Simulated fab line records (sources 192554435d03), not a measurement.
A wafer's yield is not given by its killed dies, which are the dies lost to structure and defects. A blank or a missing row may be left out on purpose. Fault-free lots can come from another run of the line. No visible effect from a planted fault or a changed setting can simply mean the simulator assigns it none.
A lot that was struck, set against a sound lot -- flow n5_finfet -- 23 steps out of a route of 1938
Sound: these wafers, L343.3, L343.4, L343.5. Wafers struck: L352.2, L352.3, L352.6. Last of all comes the cause.
For every step that has rows: the tool of each side, followed by ch and its chambers, followed by its first start. Under that, the readings that differ: sound wafers -- struck wafers -- difference of the means -- sigmas: that difference in standard deviations of wafers without a fault.
alike: readings whose means differ by less than 2 such deviations, and words and numbers that are the same on both sides. not compared: withheld readings, readings that some wafer has no value for, bounds like >300 that may hide the same value, and numbers for which the record gives no deviation and whose values overlap.
A row with sigmas, a row that says differs or no value, or rows on one side alone: a step with any of these is where the two part. Numbers that have no deviation but don't overlap get no sigmas and don't part them. A reading missing from all wafers of one side parts the sides only when that side holds two or more wafers.

first, 1 step without rows for these wafers: N5_WELL_APT_HARDBAKE_12 (time 120 s).
N5_WELL_APT_CD_MEAS_08: target cd 200 nm.
  sound on cd_sem-03 ch 0, day 2 19:41; struck on cd_sem-01 ch 0, day 5 01:41
  alike: cd_nm
N5_WELL_APT_OVL_MEAS_09:
  sound on overlay-02 ch 0, day 2 19:43; struck on overlay-02 ch 0, day 5 01:43
reading,sound,struck,difference,sigmas
NWELL_OVL (nm),16 6 17,-11 -6 -15,-24,-3
N5_WELL_APT_INSPECT_10: inspects for defects (macro).
  struck on defect_inspect-02, day 5 01:45; sound on defect_inspect-01, day 2 19:44
  alike: raw_defect_count
N5_WELL_APT_DESCUM_13: chemistry O2, time 7.9 s.
  sound on rie_diel-04 ch 1,3, day 2 19:56; struck on rie_diel-02 ch 2,3, day 5 02:04
reading,sound,struck,difference,sigmas
drypump_motor_current_A (A),5.4 5.0 5.4,5.5 6.6 6.6,+1.0,+2
  alike: oes_product_au, rf_vpp_V, showerhead_plenum_p_Torr, throttle_valve_pct
  not compared: rf_hours_counter_h
then, 7 steps without rows for these wafers: N5_WELL_APT_IMPLANT_14; N5_WELL_APT_IMPLANT_15; N5_WELL_APT_STRIP_16 (strips in SPM, time 900 s); N5_WELL_APT_HMDS_18 (time 60 s); N5_WELL_APT_COAT_19 (resist thk 950 nm); N5_WELL_APT_EBR_21; N5_WELL_APT_SOFTBAKE_20 (time 60 s).
N5_WELL_APT_EXPOSE_22: exposes mask PWELL, defocus 0 nm, target cd 200 nm.
  sound on krf_scanner-01 ch 0, day 2 20:48; struck on krf_scanner-02 ch 0, day 5 03:04
reading,sound,struck,difference,sigmas
exposure_dose_mJ_cm2,23.194 23.167 23.218,23.528 23.538 23.545,+0.344,+16
  alike: mask
then, 3 steps without rows for these wafers: N5_WELL_APT_PEB_23 (peb time 90 s); N5_WELL_APT_DEVELOP_24 (develop time 45 s); N5_WELL_APT_HARDBAKE_29 (time 120 s).
N5_WELL_APT_CD_MEAS_25: target cd 200 nm.
  sound on cd_sem-01 ch 0, day 2 20:58; struck on cd_sem-02 ch 0, day 5 03:14
reading,sound,struck,difference,sigmas
cd_nm (nm),196.5 196.6 199.1,203.1 203.4 202.2,+5.5,+3
N5_WELL_APT_OVL_MEAS_26:
  sound on overlay-02 ch 0, day 2 20:59; struck on overlay-02 ch 0, day 5 03:16
  alike: PWELL_OVL
N5_WELL_APT_INSPECT_27: inspects for defects (macro).
  struck on defect_inspect-01, day 5 03:17; sound on defect_inspect-02, day 2 21:01
  alike: raw_defect_count
N5_WELL_APT_DESCUM_30: chemistry O2, time 7.9 s.
  sound on rie_diel-05 ch 1,2,3, day 2 21:03; struck on rie_diel-04 ch 0,1, day 5 03:21
reading,sound,struck,difference,sigmas
model.WELL_APT.cd_nm (nm),196.6 196.6 199.1,202.9 203.2 202.7,+5.5,
  alike: drypump_motor_current_A, oes_product_au, rf_vpp_V, showerhead_plenum_p_Torr, throttle_valve_pct
  not compared: rf_hours_counter_h
following that, these wafers have no rows for 1 step: N5_WELL_APT_IMPLANT_31.
-- here the record skips 7 days between the struck wafers' starts before and after, leaving off in module WELL_APT and picking up in module BEOL_M4 (first step shown: number 1111 of the route) --
N5_BEOL_M4_RC_MEAS_101:
  sound on prober-01 ch 0, day 9 08:49; struck on prober-02 ch 0, day 11 20:01
  alike: DIBL_N, DIBL_P, IOFF_N, IOFF_P, ION_N, ION_P, SS_N, SS_P, VT_N, VT_P
-- a jump in the record: the struck wafers' starts before and after are 4 days apart (it breaks off in module BEOL_M4 and resumes in module PASSIVATION, where the first step shown is number 1936 of the route) --
N5_PASSIVATION_PROBE_49:
  rows exist in the record for the struck wafers here (prober-02, day 15 23:43), but not for the sound ones

## WHERE THEY PART
Earliest at N5_WELL_APT_OVL_MEAS_09; latest, in this record, at N5_PASSIVATION_PROBE_49.

WHY: the cause the simulator had injected
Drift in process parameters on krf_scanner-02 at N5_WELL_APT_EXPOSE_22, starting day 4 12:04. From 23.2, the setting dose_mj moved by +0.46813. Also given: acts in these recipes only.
